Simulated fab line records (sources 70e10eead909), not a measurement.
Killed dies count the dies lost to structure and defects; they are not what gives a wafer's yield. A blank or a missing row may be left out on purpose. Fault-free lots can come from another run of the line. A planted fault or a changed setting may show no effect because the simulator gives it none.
A lot that was struck, set against a sound lot + flow nand_harc + 15 out of 1159 route steps
Sound: these wafers, L180.1, L180.2, L180.5. The struck wafers were L192.3, L192.5, L192.6. The cause is named last.
At each step with rows: each side's tool, then ch and its chambers, then its first start. Under that, the readings that differ: sound wafers + struck wafers + difference of the means + sigmas: that difference in standard deviations of wafers without a fault.
alike: words and numbers the same on both sides, and readings whose means are apart by under 2 such deviations; not compared: readings that were withheld, readings missing a value for some wafer, numbers with overlapping values and no deviation given by the record, and bounds like >300 which may hide the same value.
Wherever a step has rows on one side only, a row that says differs or no value, or a row with sigmas, the two part there. Numbers that don't overlap but have no deviation are shown without sigmas and don't part them. Lack of a reading on every wafer of one side parts them only where that side has two or more wafers.

NHARC_A_CHANNEL_FILL_D1_ETCHBACK_20: etches the open film in C4F8/O2/Ar, target depth 27 nm, time 13.5 s.
  sound on rie_diel-03 ch 0,1,2, day 9 13:53; struck on rie_diel-06 ch 0,1,3, day 12 15:33
| reading               | sound             | struck            | difference | sigmas |
|-----------------------|-------------------|-------------------|------------|--------|
| oes_product_au (a.u.) | 0.919 0.917 0.938 | 0.977 0.998 0.997 | +0.066     | +2     |
  alike: rf_vpp_V
  not compared: rf_hours_counter_h
NHARC_A_CHANNEL_FILL_D1_STRIP_28: strips in O2, time 20 s.
  sound on rie_diel-03 ch 1,3, day 9 13:58; struck on rie_diel-06 ch 0,3, day 12 15:37
  alike: drypump_motor_current_A, oes_product_au, rf_vpp_V, showerhead_plenum_p_Torr, throttle_valve_pct
  not compared: rf_hours_counter_h
then, 4 steps without rows for these wafers: NHARC_A_CHANNEL_FILL_D1_PRECLEAN_21 (cleans in dHF, time 30 s); NHARC_A_CHANNEL_FILL_D1_SRD_23; NHARC_A_CHANNEL_FILL_D1_CVD_05 (deposits poly-Si, target thk 5 nm); NHARC_A_CHANNEL_FILL_D1_ANNEAL_22 (time 7200 s).
NHARC_A_CHANNEL_FILL_D1_THK_MEAS_06: measures by ellipsometry.
  sound on film_metro-01 at day 10 01:37; struck on film_metro-01 at day 13 03:29
  alike: thk_nm
NHARC_A_CHANNEL_FILL_D1_ALD_25: deposits SiOx, target thk 60 nm, pulse time 10 s, ald cycles 600.
  sound on ald_hk-01 ch 1,2, day 10 02:17; struck on ald_hk-01 ch 1,2,3, day 13 06:54
  alike: heater_power_w, precursor_pulse_height_rel
NHARC_A_CHANNEL_FILL_D1_ETCHBACK_08: etches the open film in C4F8, target depth 220 nm, time 110 s.
  sound on rie_diel-06 ch 0,2; struck on rie_diel-06 ch 0,2,3
  alike: oes_product_au, rf_vpp_V
  not compared: rf_hours_counter_h
NHARC_A_CHANNEL_FILL_D1_STRIP_29: strips in O2, time 20 s.
  sound on rie_diel-06 ch 0,1,2; struck on rie_diel-06 ch 0,1
  alike: drypump_motor_current_A, oes_product_au, rf_vpp_V, showerhead_plenum_p_Torr, throttle_valve_pct
  not compared: rf_hours_counter_h
then, 2 steps without rows for these wafers: NHARC_A_CHANNEL_FILL_D1_PRECLEAN_30 (cleans in dHF, time 30 s); NHARC_A_CHANNEL_FILL_D1_SRD_31.
NHARC_A_CHANNEL_FILL_D1_CVD_09: deposits poly-Si, target thk 150 nm, time 3000 s.
  sound on lpcvd_poly-04 ch 0, day 10 09:56; struck on lpcvd_poly-04, day 13 13:57
  no value came back on the struck wafers for pressure_mtorr (mTorr), run_length_s (s), zone_power_lower_pct (%); on the sound wafers pressure_mtorr (mTorr) reads 200.6 199.9 200.6
NHARC_A_CHANNEL_FILL_D1_CMP_10: polishes, target thk 150 nm.
  sound on cmp-03 ch 1,2, day 10 13:10; struck on cmp-01 ch 1,2, day 13 17:08
| reading                | sound          | struck      | difference | sigmas |
|------------------------|----------------|-------------|------------|--------|
| time_to_endpoint_s (s) | 14.3 13.6 16.4 | 1.7 1.1 0.8 | -13.6      | -6     |
  alike: motor_current_A
-- record jumps: 9 days between struck wafers' starts before vs after; left off in module A_CHANNEL_FILL_D1, resumes in module END, first step shown is number 1159 of the route --
NHARC_END_SORT_01:
  at this point the record logs the struck wafers (prober-01 ch 0, day 22 08:25) and has no rows for the sound ones

WHERE THEY PART
Earliest at NHARC_A_CHANNEL_FILL_D1_ETCHBACK_20; latest, in this record, at NHARC_END_SORT_01.

WHY: whatever the simulator had introduced
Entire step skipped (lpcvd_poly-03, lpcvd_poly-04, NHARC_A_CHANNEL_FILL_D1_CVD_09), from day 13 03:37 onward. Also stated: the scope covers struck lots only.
